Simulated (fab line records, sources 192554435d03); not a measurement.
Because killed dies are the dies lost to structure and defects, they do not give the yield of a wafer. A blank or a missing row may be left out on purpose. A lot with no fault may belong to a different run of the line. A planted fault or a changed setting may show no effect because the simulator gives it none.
Split-lot study -- flow n5-finfet -- on a route of 1938 steps: 7 lots, 21 wafers read

ABOUT THE SPLIT
At N5_GATE_CUT_ETCH_58 (etches SiNx in CH3F/O2, target depth 17 nm, time 128.6 s), the setting bias-w was moved away from the recipe's 21 W on 7 of the 21 wafers read, by -13.4% to +8.0%. This setting was run at the recipe's value on the other wafers.

Reading taken at the split's own step.

THE READING
rf-vpp-V, in V, at N5_GATE_CUT_ETCH_58 (etches SiNx in CH3F/O2, target depth 17 nm, time 128.6 s). A value of 99.2 V with a standard deviation of 0.99 V is what fault-free wafers of this fab line usually give.

wafer,"tool, chamber at the split","bias-w as run, W",against the recipe,"rf-vpp-V, V",against lot-mates on the recipe
L074.2,"rie-diel-04, 1",21,recipe,98.2,-
L074.4,"rie-diel-04, 3",21,recipe,98.2,-
L074.6,"rie-diel-04, 0",21,recipe,100.9,-
L077.3,"rie-diel-04, 3",21,recipe,98.8,-
L077.4,"rie-diel-04, 0",21,recipe,98.8,-
L077.6,"rie-diel-04, 1",21,recipe,98.5,-
L078.3,"rie-diel-04, 1",22.69,+8.0%,102.4,+3.3
L078.5,"rie-diel-04, 0",21,recipe,99.1,-
L078.6,"rie-diel-04, 3",22.69,+8.0%,104.7,+5.6
L079.2,"rie-diel-01, 2",21.96,+4.6%,100.7,+0.3
L079.5,"rie-diel-01, 1",21,recipe,100.2,-
L079.6,"rie-diel-01, 3",21,recipe,100.6,-
L082.2,"rie-diel-01, 2",21,recipe,100.1,-
L082.4,"rie-diel-01, 0",19.39,-7.7%,97.3,-2.8
L082.6,"rie-diel-01, 0",19.39,-7.7%,93.7,-6.4
L094.3,"rie-diel-03, 2",18.18,-13.4%,91.4,-8.4
L094.4,"rie-diel-03, 1",18.18,-13.4%,90.8,-9.0
L094.6,"rie-diel-03, 2",21,recipe,99.8,-
L096.1,"rie-diel-04, 2",21,recipe,99.1,-
L096.2,"rie-diel-04, 0",21,recipe,100.5,-
L096.6,"rie-diel-04, 2",21,recipe,99.8,-

FIT RESULTS
A straight line over all 21 wafers: rf-vpp-V changes by +0.563 V for each +1% of bias-w; r = +0.94; the points scatter about the line by 1.1 V.
The same after taking each lot's own level away (the mean of its wafers on the recipe; 21 wafers): +0.592 V for each +1%; r = +0.95; scatter 1.1 V.
That fit puts the effect of the largest move of bias-w on the reading at 8 V.
From 98.70 to 100.40 V: that is the span of the lots' own levels, equal to 1.7 times the standard deviation above.
The two slopes agree, so the slope changes little with the lot-to-lot level.
Check: for one of the wafers moved furthest among these (-13.4%), held out of the fit, the line's prediction against its lot-mates is -8.08 V. Against them it came out at -8.4 V.
Tool readings at the split's step, against how far the setting was moved: rf-vpp-V r = +0.94.

THESE WAFERS: OTHER SPLITS
Other splits were also applied to these wafers ahead of the reading. Each is held against what the fit with the lots' levels taken away leaves over:
other split on the same wafers,wafers away from the commonest value,r with rf-vpp-V (lot level and that fit taken away)
N5_SD_EPI_P_ETCH_16 target-depth-a,6,+0.07
N5_SDB_ALD_29 ald-cycles,5,+0.21

FILE'S OWN FIT
rf-vpp-V changes by +0.584 V for each +1% of bias-w, r = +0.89.
